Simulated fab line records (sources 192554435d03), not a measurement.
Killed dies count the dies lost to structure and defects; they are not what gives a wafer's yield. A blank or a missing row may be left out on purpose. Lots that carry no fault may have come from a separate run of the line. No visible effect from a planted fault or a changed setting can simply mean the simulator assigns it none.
A lot that was struck, set against a sound lot ; flow n5 finfet ; 41 steps out of a route of 1938
Sound: the wafers L737.2, L737.4, L737.6. Struck: wafer L754.3. (L754.1, L754.2 of the same lot were not struck and are left out.) The cause comes at the end.
Per side, at each step with rows, come the tool, then ch with its chambers, and then its first start. Under that, the readings that differ: sound wafers ; struck wafers ; difference of the means ; sigmas: that difference in standard deviations of wafers without a fault.
alike: a reading whose means differ by less than 2 such deviations, as well as words and numbers matching on both sides. not compared: withheld readings; readings where some wafer has no value; bounds like >300 that might hide an equal value; numbers whose values overlap and for which the record gives no deviation.
A row with sigmas, a row that says differs or no value, or rows on one side alone: a step with any of these is where the two part. When numbers do not overlap yet have no deviation, they are printed without sigmas and do not part them. A reading missing from all wafers of one side parts the sides only when that side holds two or more wafers.

first, 12 steps without rows for these wafers: N5_SD_EPI_N_STRIP_36 (strips in N2/H2); N5_SD_EPI_N_ETCHBACK_44 (etches SiNx in CH3F/O2, stops on SiO2, target depth 14.5 nm); N5_SD_EPI_N_ETCH_45 (etches SiOCN in CH3F/O2, target depth 6 nm); N5_SD_EPI_N_ETCH_16 (etches SiO2 in CHF3/O2, target depth 5 nm); N5_SD_EPI_N_STRIP_47 (strips in CHF3/O2); N5_SD_EPI_N_SD_RECESS_17 (chemistry HBr/Cl2/O2, target depth 41 nm, time 23.7 s, bt time 3 s); N5_SD_EPI_N_STRIP_38 (strips in N2/H2); N5_SD_EPI_N_WET_ETCH_43 (etches SiO2 in dHF, time 14 s, target depth 1.5 nm); N5_SD_EPI_N_STRIP_18 (strips in SPM, time 750 s); N5_SD_EPI_N_SRD_20 (time 30 s); N5_SD_EPI_N_PRECLEAN_48 (cleans in NF3:NH3, afs cycles 2, time 20 s, sublimation time 60 s); N5_SD_EPI_N_VAPOR_ETCH_50 (etches Si in HCl, time 54 s).
N5_SD_EPI_N_EPI_21: deposits Si:P, time 690 s.
  sound on epi rpcvd-03 ch 0, day 4 08:05; struck on epi rpcvd-03 ch 0, day 8 15:45
reading;sound;struck;difference;sigmas
epi growth time s (s);690 690 690;619.22;-70.78;
model.Si-P_of_SD_EPI_N_EPI_21.thk nm (nm);58.2 58.4 58.4;55.8;-2.5;
  alike: susceptor temp C, susceptor_temp_C_max
N5_SD_EPI_N_EPI_MEAS_23:
  sound on film metro-01, day 4 09:31; struck on film metro-02, day 8 17:28
  alike: thk nm
then, 24 steps without rows for these wafers: N5_SD_EPI_N_PRECLEAN_24 (cleans in O3/DIW, time 60 s); N5_SD_EPI_N_SRD_25 (time 30 s); N5_SD_EPI_N_PRECLEAN_49 (cleans in NF3:NH3, afs cycles 1, time 20 s, sublimation time 60 s); N5_SD_EPI_N_LINER_46 (material SiNx, target thk 3 nm); N5_SD_EPI_P_COAT_34 (time 60 s, resist thk 350 nm); N5_SD_EPI_P_COAT_35 (time 60 s, resist thk 35 nm); N5_SD_EPI_P_COAT_03 (resist thk 150 nm); N5_SD_EPI_P_EBR_05; N5_SD_EPI_P_SOFTBAKE_04 (time 60 s); N5_SD_EPI_P_EXPOSE_06 (exposes mask SD P BLK, target cd 240 nm); N5_SD_EPI_P_PEB_07 (peb time 60 s); N5_SD_EPI_P_DEVELOP_08 (develop time 30 s); N5_SD_EPI_P_DESCUM_14 (chemistry O2, time 7.9 s); N5_SD_EPI_P_ETCH_36 (etches SiARC in CF4, target depth 45.5 nm, time 75.8 s); N5_SD_EPI_P_ETCH_37 (etches SOC in N2/H2, overetch 108 nm, time 486 s); N5_SD_EPI_P_STRIP_38 (strips in N2/H2); N5_SD_EPI_P_ETCHBACK_46 (etches SiNx in CH3F/O2, stops on SiO2, target depth 17.5 nm); N5_SD_EPI_P_ETCH_47 (etches SiOCN in CH3F/O2, target depth 25 nm); N5_SD_EPI_P_ETCH_16 (etches SiO2 in CHF3/O2, target depth 5 nm); N5_SD_EPI_P_STRIP_50 (strips in CHF3/O2); N5_SD_EPI_P_SD_RECESS_17 (chemistry HBr/Cl2/O2, target depth 39.1 nm, bt time 3 s); N5_SD_EPI_P_WET_ETCH_45 (etches SiO2 in dHF, time 10.7 s, target depth 2 nm, rinse time 30 s); N5_SD_EPI_P_STRIP_40 (strips in N2/H2); N5_SD_EPI_P_PRECLEAN_52 (cleans in O3/DIW, time 60 s).
N5_SD_ACTIVATION_RS_MEAS_03: uses a four-point probe to measure.
  sound on film metro-02, day 4 15:07; struck on film metro-02, day 8 23:01
reading;sound;struck;difference;sigmas
RS_SD_N (ohm/sq);22.22 22.04 21.83;23.12;+1.09;+4
  alike: RS_SD_P
N5_MOL_CONTACT_COAG_ETCH_15: etches SiNx in CH3F/O2, stops on Si:P, target depth 7 nm.
  sound on rie diel-05 ch 1,2, day 5 21:41; struck on rie diel-01 ch 0, day 10 04:30
reading;sound;struck;difference;sigmas
showerhead plenum p Torr (Torr);2.10 2.10 2.08;1.94;-0.15;-3
model.Si-P_of_SD_EPI_N_EPI_21.thk nm (nm);57.4 57.6 57.6;55;-3;
  alike: drypump motor current A, oes_f_703_au, oes product au, rf vpp V, throttle valve pct
  not compared: rf hours counter h
-- record jumps: 3 days separate the struck wafers' starts on either side; left off in module MOL_CONTACT_COAG, taken up again in module BEOL_M4, whose first shown step is the route's number 1111 --
N5_BEOL_M4_RC_MEAS_101:
  sound on prober-02 ch 0, day 9 06:42; struck on prober-01 ch 0, day 13 14:08
reading;sound;struck;difference;sigmas
RS_SD_N (ohm/sq);28.2 28.7 28.5;30.0;+1.5;+4
  alike: DIBL_N, DIBL_P, IOFF_N, IOFF_P, ION_N, ION_P, SS_N, SS_P, VT_N, VT_P

## WHERE THEY PART
First at N5_SD_ACTIVATION_RS_MEAS_03; last, within this record, at N5_BEOL_M4_RC_MEAS_101.

WHY: whatever the simulator had introduced
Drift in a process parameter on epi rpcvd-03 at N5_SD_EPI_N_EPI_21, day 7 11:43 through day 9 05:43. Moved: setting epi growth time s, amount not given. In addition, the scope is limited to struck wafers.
